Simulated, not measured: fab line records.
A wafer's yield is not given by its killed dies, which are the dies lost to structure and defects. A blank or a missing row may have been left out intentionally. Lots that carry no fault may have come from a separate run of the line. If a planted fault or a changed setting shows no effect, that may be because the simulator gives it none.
Chamber matching || flow n5_finfet || rie_diel-06 running N5_MOL_CONTACT_COAG_CONTACT_ETCH_14: 4 sister chambers
The step etches SiO2 in C4F6/O2, target depth 27.5 nm, overetch 8.5 nm, time 20 s. 14 wafers are shown with their chamber, then 7 later ones without.

## WAFERS WITH THEIR CHAMBER
{"wafer": "L075.1", "chamber": 3, "drypump_motor_current_A (A)": 6.8, "showerhead_plenum_p_Torr (Torr)": 2.99, "throttle_valve_pct (%)": 21.23}
{"wafer": "L075.4", "chamber": 1, "drypump_motor_current_A (A)": 5.2, "showerhead_plenum_p_Torr (Torr)": 2.99, "throttle_valve_pct (%)": 21.26}
{"wafer": "L075.5", "chamber": 3, "drypump_motor_current_A (A)": 6.8, "showerhead_plenum_p_Torr (Torr)": 2.99, "throttle_valve_pct (%)": 21.24}
{"wafer": "L076.3", "chamber": 2, "drypump_motor_current_A (A)": 6.2, "showerhead_plenum_p_Torr (Torr)": 2.95, "throttle_valve_pct (%)": 21.17}
{"wafer": "L076.4", "chamber": 3, "drypump_motor_current_A (A)": 6.8, "showerhead_plenum_p_Torr (Torr)": 2.99, "throttle_valve_pct (%)": 21.24}
{"wafer": "L076.5", "chamber": 0, "drypump_motor_current_A (A)": 5.9, "showerhead_plenum_p_Torr (Torr)": 2.96, "throttle_valve_pct (%)": 21.21}
{"wafer": "L077.3", "chamber": 2, "drypump_motor_current_A (A)": 6.2, "showerhead_plenum_p_Torr (Torr)": 2.95, "throttle_valve_pct (%)": 21.17}
{"wafer": "L077.4", "chamber": 3, "drypump_motor_current_A (A)": 6.8, "showerhead_plenum_p_Torr (Torr)": 2.98, "throttle_valve_pct (%)": 21.24}
{"wafer": "L077.5", "chamber": 2, "drypump_motor_current_A (A)": 6.2, "showerhead_plenum_p_Torr (Torr)": 2.95, "throttle_valve_pct (%)": 21.17}
{"wafer": "L082.1", "chamber": 3, "drypump_motor_current_A (A)": 6.8, "showerhead_plenum_p_Torr (Torr)": 2.98, "throttle_valve_pct (%)": 21.26}
{"wafer": "L082.4", "chamber": 1, "drypump_motor_current_A (A)": 5.2, "showerhead_plenum_p_Torr (Torr)": 2.99, "throttle_valve_pct (%)": 21.25}
{"wafer": "L082.6", "chamber": 2, "drypump_motor_current_A (A)": 6.1, "showerhead_plenum_p_Torr (Torr)": 2.95, "throttle_valve_pct (%)": 21.18}
{"wafer": "L088.3", "chamber": 0, "drypump_motor_current_A (A)": 5.9, "showerhead_plenum_p_Torr (Torr)": 2.95, "throttle_valve_pct (%)": 21.24}
{"wafer": "L088.5", "chamber": 0, "drypump_motor_current_A (A)": 6.0, "showerhead_plenum_p_Torr (Torr)": 2.95, "throttle_valve_pct (%)": 21.25}

SIGNATURES (averages over the wafers above)
{"reading": "drypump_motor_current_A", "chamber 0": 5.933, "chamber 1": 5.200, "chamber 2": 6.175, "chamber 3": 6.800, "scatter within a chamber": 0.0376}
{"reading": "showerhead_plenum_p_Torr", "chamber 0": 2.9533, "chamber 1": 2.9900, "chamber 2": 2.9500, "chamber 3": 2.9860, "scatter within a chamber": 0.00432}
{"reading": "throttle_valve_pct", "chamber 0": 21.2333, "chamber 1": 21.2550, "chamber 2": 21.1725, "chamber 3": 21.2420, "scatter within a chamber": 0.0121}
Rule: for each reading, subtract the chamber's mean from the wafer's reading, divide by that reading's scatter and square the result; add these up over the readings and take the root, which gives the wafer's distance from the chamber. If the next closest chamber is less than 2 further off than the closest, the wafer can't be placed; otherwise it belongs to the closest. The scatter is the square root of a quotient: the sum, over the shown wafers, of each reading's squared deviation from its chamber's mean, divided by wafers minus chambers.

## WAFERS WITHOUT THEIR CHAMBER
{"wafer": "L088.6", "drypump_motor_current_A (A)": 6.7, "showerhead_plenum_p_Torr (Torr)": 2.97, "throttle_valve_pct (%)": 21.29}
{"wafer": "L089.1", "drypump_motor_current_A (A)": 6.8, "showerhead_plenum_p_Torr (Torr)": 2.98, "throttle_valve_pct (%)": 21.27}
{"wafer": "L089.3", "drypump_motor_current_A (A)": 6.2, "showerhead_plenum_p_Torr (Torr)": 2.94, "throttle_valve_pct (%)": 21.19}
{"wafer": "L089.4", "drypump_motor_current_A (A)": 5.9, "showerhead_plenum_p_Torr (Torr)": 2.95, "throttle_valve_pct (%)": 21.25}
{"wafer": "L094.2", "drypump_motor_current_A (A)": 5.9, "showerhead_plenum_p_Torr (Torr)": 2.94, "throttle_valve_pct (%)": 21.25}
{"wafer": "L094.3", "drypump_motor_current_A (A)": 6.8, "showerhead_plenum_p_Torr (Torr)": 2.97, "throttle_valve_pct (%)": 21.29}
{"wafer": "L094.6", "drypump_motor_current_A (A)": 5.2, "showerhead_plenum_p_Torr (Torr)": 2.98, "throttle_valve_pct (%)": 21.31}

## WHICH CHAMBER EACH ONE RAN IN
{"wafer": "L088.6", "from the rows above": 3, "in truth": 3}
{"wafer": "L089.1", "from the rows above": 3, "in truth": 3}
{"wafer": "L089.3", "from the rows above": 2, "in truth": 2}
{"wafer": "L089.4", "from the rows above": 0, "in truth": 0}
{"wafer": "L094.2", "from the rows above": 0, "in truth": 0}
{"wafer": "L094.3", "from the rows above": 3, "in truth": 3}
{"wafer": "L094.6", "from the rows above": 1, "in truth": 1}
Correctly placed: 7 of 7. Can't be placed from these rows: 0. Number placed wrongly: 0.
